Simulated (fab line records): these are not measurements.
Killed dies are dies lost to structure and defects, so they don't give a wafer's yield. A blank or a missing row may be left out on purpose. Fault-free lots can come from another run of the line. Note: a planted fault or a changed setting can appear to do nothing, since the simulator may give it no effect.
Comparing a struck lot with a sound one || flow nand_harc || 11 steps out of a route of 1302
Sound: the wafers L808.1, L808.3, L808.6. Struck: wafer L821.4. (L821.1, L821.2 of the same lot were not struck and are left out.) The cause comes at the end.
At each step with rows: each side's tool, then ch and its chambers, then its first start. Under that, the readings that differ: sound wafers || struck wafers || difference of the means || sigmas: that difference in standard deviations of wafers without a fault.
alike: a reading whose means differ by less than 2 such deviations, as well as words and numbers matching on both sides. not compared: withheld readings; readings where some wafer has no value; bounds like >300 that might hide an equal value; numbers whose values overlap and for which the record gives no deviation.
Wherever a step has rows on one side only, a row that says differs or no value, or a row with sigmas, the two part there. Numbers that don't overlap but have no deviation are shown without sigmas and don't part them. A reading that every wafer of one side lacks parts them only if that side has two wafers or more.

NHARC_A_CHANNEL_FILL_D1_ALD_25: deposits SiOx, target thk 60 nm, pulse time 10 s, ald cycles 600.
  sound on ald_hk-01 ch 0,1,3, day 10 11:46; struck on ald_hk-01 ch 1, day 15 09:55
  alike: heater_power_w, precursor_pulse_height_rel
  not compared: susceptor_temp_C
NHARC_A_CHANNEL_FILL_D1_ETCHBACK_08: etches the open film in C4F8, target depth 220 nm, time 110 s.
  sound on rie_diel-06 ch 0,1; struck on rie_diel-06 ch 0
  alike: oes_product_au, rf_vpp_V, run_length_s
  not compared: rf_hours_counter_h
NHARC_A_CHANNEL_FILL_D1_STRIP_29: strips in O2, time 20 s.
  sound on rie_diel-06 ch 1,2; struck on rie_diel-06 ch 0
  alike: drypump_motor_current_A, oes_product_au, rf_vpp_V, showerhead_plenum_p_Torr, throttle_valve_pct
  not compared: rf_hours_counter_h
then, 3 steps without rows for these wafers: NHARC_A_CHANNEL_FILL_D1_PRECLEAN_30 (cleans in dHF, time 30 s); NHARC_A_CHANNEL_FILL_D1_SRD_31; NHARC_A_CHANNEL_FILL_D1_CVD_09 (deposits poly-Si, target thk 150 nm, time 3000 s).
NHARC_A_CHANNEL_FILL_D1_CMP_10: polishes, target thk 150 nm.
  sound on cmp-01 ch 0,1,3, day 10 22:01; struck on cmp-02 ch 1, day 15 21:09
  alike: motor_current_A, time_to_endpoint_s
following that, these wafers have no rows for 1 step: NHARC_A_CHANNEL_FILL_D1_SRD_12.
NHARC_A_CHANNEL_FILL_D1_INSPECT_13:
  sound: defect_inspect-02 at day 10 22:25; struck: defect_inspect-02 at day 15 21:34
  alike: raw_defect_count
NHARC_A_DECK1_JOINT_ETCHBACK_07: etches the open film in HBr, target depth 105 nm, time 26.9 s.
  sound on rie_si-05 ch 0,1, day 10 22:28; struck on rie_si-02 ch 0, day 15 21:37
{"reading": "run_length_s (s)", "sound": "48.1 47.9 48.0", "struck": 32.8, "difference": -15.2, "sigmas": -34}
  alike: drypump_motor_current_A, oes_product_au, throttle_valve_pct
  not compared: rf_hours_counter_h
then, 1 step without rows for these wafers: NHARC_A_DECK1_JOINT_ETCH_25 (etches SiO2 in dHF, target depth 0.5 nm).

== WHERE THEY PART ==
NHARC_A_DECK1_JOINT_ETCHBACK_07 only, going by this record.

WHY: the cause the simulator had injected
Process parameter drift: rie_si-02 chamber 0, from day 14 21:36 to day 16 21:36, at NHARC_A_DECK1_JOINT_ETCHBACK_07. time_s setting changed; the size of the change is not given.
